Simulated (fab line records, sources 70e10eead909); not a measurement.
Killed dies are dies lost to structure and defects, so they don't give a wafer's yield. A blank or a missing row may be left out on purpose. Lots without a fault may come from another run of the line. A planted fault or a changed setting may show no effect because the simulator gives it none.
A struck lot beside a sound one | flow nand_harc | 40 steps out of a route of 1302
Sound: wafers L335.1, L335.2, L335.3. Struck: wafers L346.1, L346.2, L346.4. The cause comes at the end.
At each step with rows: each side's tool, then ch and its chambers, then its first start. Under that, the readings that differ: sound wafers | struck wafers | difference of the means | sigmas: that difference in standard deviations of wafers without a fault.
alike: readings whose means differ by less than 2 such deviations, and words and numbers that are the same on both sides. not compared: withheld readings, readings that some wafer has no value for, bounds like >300 that may hide the same value, and numbers for which the record gives no deviation and whose values overlap.
The two part at a step that has a row with sigmas, a row that says differs or no value, or rows on one side only. Numbers that don't overlap but have no deviation are shown without sigmas and don't part them. A reading that every wafer of one side lacks parts them only if that side has two wafers or more.

first, 8 steps without rows for these wafers: NHARC_A_STAIRCASE_COAT_160; NHARC_A_STAIRCASE_SOFTBAKE_161 (time 170 s); NHARC_A_STAIRCASE_EBR_162; NHARC_A_STAIRCASE_EXPOSE_163 (exposes mask STAIR OPEN); NHARC_A_STAIRCASE_PEB_164 (peb time 130 s); NHARC_A_STAIRCASE_DEVELOP_165 (time 140 s); NHARC_A_STAIRCASE_HARDBAKE_167 (time 140 s); NHARC_A_STAIRCASE_DESCUM_168 (chemistry O2, time 3 s).
NHARC_A_STAIRCASE_ETCH_169: etches the open film in CH3F/O2, target depth 50 nm, time 107.1 s.
  sound on rie_diel-08 ch 1,2,3, day 16 02:38; struck on rie_diel-12 ch 0,1,2, day 20 17:44
  reading                | sound    | struck | difference | sigmas
  rf_hours_counter_h (h) | 62 48 58 | 7 5 9  | -49        |
  alike: chamber_pressure_mTorr, drypump_motor_current_A, mfc_ar_sccm, oes_product_au, rf_vpp_V, showerhead_plenum_p_Torr, throttle_valve_pct
then, 2 steps without rows for these wafers: NHARC_A_STAIRCASE_ETCH_170 (etches the open film in C4F6/O2, target depth 200 nm, time 66.667 s); NHARC_A_STAIRCASE_STRIP_171 (strips in O2).
NHARC_A_STAIRCASE_STRIP_172: strips in SPM, time 900 s.
  sound on wet_bench-01 ch 2,3,5, day 16 03:13; struck on wet_bench-06 ch 1,2,5, day 20 18:18
  alike: temp_c
then, 14 steps without rows for these wafers: NHARC_A_STAIRCASE_PRECLEAN_173 (cleans in SC1); NHARC_A_STAIRCASE_SRD_174; NHARC_A_STAIRCASE_DEHYDRATE_01 (time 120 s); NHARC_A_STAIRCASE_HMDS_02 (time 30 s); NHARC_A_STAIRCASE_COAT_03; NHARC_A_STAIRCASE_SOFTBAKE_04 (time 170 s); NHARC_A_STAIRCASE_EBR_05; NHARC_A_STAIRCASE_EXPOSE_06 (exposes mask STAIR); NHARC_A_STAIRCASE_PEB_07 (peb time 130 s); NHARC_A_STAIRCASE_DEVELOP_08 (time 140 s); NHARC_A_STAIRCASE_HARDBAKE_10 (time 140 s); NHARC_A_STAIRCASE_DESCUM_11 (chemistry O2, time 3 s); NHARC_A_STAIRCASE_TRIM_12 (chemistry O2, time 211.2 s); NHARC_A_STAIRCASE_ETCH_13 (etches the open film in C4F8/O2, target depth 100 nm, time 40.5 s).
NHARC_A_STAIRCASE_TRIM_14: chemistry O2, time 211.2 s.
  sound on rie_diel-08 ch 0,1,2; struck on rie_diel-08 ch 0,2,3
  reading                | sound             | struck            | difference | sigmas
  oes_product_au (a.u.)  | 0.995 0.983 0.989 | 1.002 1.002 1.011 | +0.016     | +2
  rf_hours_counter_h (h) | 64 61 50          | 32 31 34          | -26        |
  alike: chamber_pressure_mTorr, drypump_motor_current_A, mfc_ar_sccm, rf_vpp_V, showerhead_plenum_p_Torr, throttle_valve_pct
then, 2 steps without rows for these wafers: NHARC_A_STAIRCASE_ETCH_15 (etches the open film in C4F8/O2, target depth 100 nm, time 40.5 s); NHARC_A_STAIRCASE_TRIM_16 (chemistry O2, time 211.2 s).
NHARC_A_STAIRCASE_ETCH_17: etches the open film in C4F8/O2, target depth 100 nm, time 40.5 s.
  sound on rie_diel-08 ch 0,2,3; struck on rie_diel-08 ch 0,2,3
  reading                | sound    | struck   | difference | sigmas
  rf_hours_counter_h (h) | 64 50 50 | 34 31 32 | -22        |
  alike: chamber_pressure_mTorr, oes_product_au, rf_vpp_V
then, 2 steps without rows for these wafers: NHARC_A_STAIRCASE_TRIM_18 (chemistry O2, time 211.2 s); NHARC_A_STAIRCASE_ETCH_19 (etches the open film in C4F8/O2, target depth 100 nm, time 40.5 s).
NHARC_A_STAIRCASE_TRIM_20: chemistry O2, time 211.2 s.
  sound on rie_diel-08 ch 0,2,3, day 16 06:49; struck on rie_diel-08 ch 0,1,3, day 20 20:32
  reading                | sound    | struck   | difference | sigmas
  rf_hours_counter_h (h) | 50 50 64 | 34 34 32 | -21        |
  alike: chamber_pressure_mTorr, drypump_motor_current_A, mfc_ar_sccm, oes_product_au, rf_vpp_V, showerhead_plenum_p_Torr, throttle_valve_pct
then, 2 steps without rows for these wafers: NHARC_A_STAIRCASE_ETCH_21 (etches the open film in C4F8/O2, target depth 100 nm, time 40.5 s); NHARC_A_STAIRCASE_TRIM_22 (chemistry O2, time 211.2 s).
NHARC_A_STAIRCASE_ETCH_23: etches the open film in C4F8/O2, target depth 100 nm, time 40.5 s.
  sound on rie_diel-08 ch 0,1,3; struck on rie_diel-08 ch 0,2,3
  reading                | sound    | struck   | difference | sigmas
  rf_hours_counter_h (h) | 51 61 51 | 34 32 32 | -22        |
  alike: chamber_pressure_mTorr, oes_product_au, rf_vpp_V
then, 3 steps without rows for these wafers: NHARC_A_STAIRCASE_TRIM_24 (chemistry O2, time 211.2 s); NHARC_A_STAIRCASE_ETCH_25 (etches the open film in C4F8/O2, target depth 100 nm, time 40.5 s); NHARC_A_STAIRCASE_TRIM_26 (chemistry O2, time 211.2 s).
-- the record jumps here: 9 days lie between the struck wafers' starts before and after (it left off in module A_STAIRCASE and takes up again in module END, whose first step shown is number 1302 of the route) --
NHARC_END_SORT_01:
  the record has rows for the struck wafers here (prober-02 ch 0, day 29 10:10) and none for the sound ones

WHERE THEY PART
First at NHARC_A_STAIRCASE_TRIM_14; last, within this record, at NHARC_END_SORT_01.

WHY: what the simulator had put in
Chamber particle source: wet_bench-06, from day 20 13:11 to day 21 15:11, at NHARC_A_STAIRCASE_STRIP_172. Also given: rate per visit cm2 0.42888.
